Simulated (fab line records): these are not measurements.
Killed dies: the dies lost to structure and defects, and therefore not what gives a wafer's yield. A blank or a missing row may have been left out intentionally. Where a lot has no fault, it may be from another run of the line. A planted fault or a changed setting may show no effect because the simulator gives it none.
Chamber matching    flow n5-finfet    4 sister chambers for N5_HKMG_FIN_ETCH_86 on rie-diel-04
The step etches SOC in N2/H2, stops on TiN, target depth 393.2 nm. 8 wafers are shown with their chamber, then 7 later ones without.

## WAFERS PAIRED WITH THEIR CHAMBERS
wafer   chamber  showerhead-plenum-p-Torr (Torr)  rf-vpp-V (V)
L082.2  0        2.66                             240.9
L083.1  2        2.39                             237.9
L083.5  1        2.55                             241.4
L088.1  3        2.62                             242.6
L088.2  0        2.65                             243.3
L088.4  3        2.62                             242.2
L091.1  2        2.71                             242.9
L091.3  1        2.54                             242.0

## WAFERS WITH NO CHAMBER GIVEN
wafer   showerhead-plenum-p-Torr (Torr)  rf-vpp-V (V)
L091.6  2.62                             240.0
L092.3  2.61                             243.4
L092.4  2.54                             241.1
L092.5  2.61                             242.5
L095.1  2.54                             240.8
L095.5  2.70                             243.5
L095.6  2.61                             239.8

## WHICH CHAMBER EACH WENT THROUGH
wafer   from the rows above                in truth
L091.6  can't be placed: 2 or 1 or 0 or 3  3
L092.3  can't be placed: 3 or 0 or 1 or 2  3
L092.4  can't be placed: 1 or 2 or 3 or 0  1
L092.5  can't be placed: 3 or 0 or 1 or 2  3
L095.1  can't be placed: 2 or 1 or 3 or 0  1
L095.5  can't be placed: 0 or 3 or 1 or 2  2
L095.6  can't be placed: 2 or 1 or 0 or 3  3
Correctly placed: 0 of 7. Can't be placed from these rows: 7 (the true chamber is among the candidates in 7). Number placed wrongly: 0.
How it was worked out, from the rows above alone: a wafer's distance from a chamber is the root of the sum, over the readings, of the square of ((its reading less the chamber's mean) divided by the reading's scatter). The wafer belongs to the nearest chamber; if the next one is less than 2 further off, it can't be placed. For every chamber, the mean is computed from those of its wafers that are shown. The scatter: the root of (the sum of the squares of (reading less its chamber's mean) over the shown wafers, divided by (wafers less chambers)).
